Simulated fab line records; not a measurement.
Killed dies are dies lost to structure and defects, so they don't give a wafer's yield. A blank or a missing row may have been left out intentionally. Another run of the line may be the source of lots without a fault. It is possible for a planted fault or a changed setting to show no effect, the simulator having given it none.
The tool behind it: which one? ; flow n5-finfet ; route of 1938 steps, sampled at 1 step: 12 lots, 36 wafers

== WHAT THE GAUGES SHOWED, per wafer ==
N5_FIN_SAQP_OCD_MEAS_76.
lot;measured;on;trench-depth-nm (nm)
L075;day 2 09:06;ocd-01;123.0 118.3 120.5
L077;day 2 21:37;ocd-01;118.1 122.5 118.1
L079;day 3 10:41;ocd-02;123.2 116.9 117.8
L081;day 3 22:53;ocd-01;116.8 121.7 119.4
L083;day 4 11:49;ocd-01;122.0 122.2 120.7
L085;day 5 04:23;ocd-02;122.0 120.7 122.6
L087;day 5 09:43;ocd-02;117.0 120.8 116.4
L089;day 5 20:40;ocd-02;120.7 121.9 120.1
L091;day 6 08:22;ocd-01;122.1 120.6 120.0
L093;day 6 21:04;ocd-02;121.6 124.6 124.7
L095;day 7 07:47;ocd-02;118.0 118.1 121.6
L097;day 7 21:13;ocd-02;117.4 116.9 117.1

== EACH LOT AND THE TOOL THAT RAN IT (in order: tool; ch and the chambers of the sampled wafers; start) ==
No process step before these readings appears in the record.

== THE ANSWER, worked out from the rows above alone ==
Rule: usual is defined by the lots themselves. Put in order of their means at a reading, lots are off if they are a third of the lots or fewer, leave a main group of 4 or more, and stand apart from it by a gap of 3 or more times the standard deviation of the main group's means; of several such gaps the widest counts. A main group is skipped when, at the precision printed for the reading in the tables above, its means are all equal. A lot without any number at a reading at which 4 lots or more have one is off too. Where the step has rows for the other lots, those lots are counted as sound.
Across all readings shown, no lot is off: no conclusion can be drawn from this.

== WHAT THE SIMULATOR PUT IN ==
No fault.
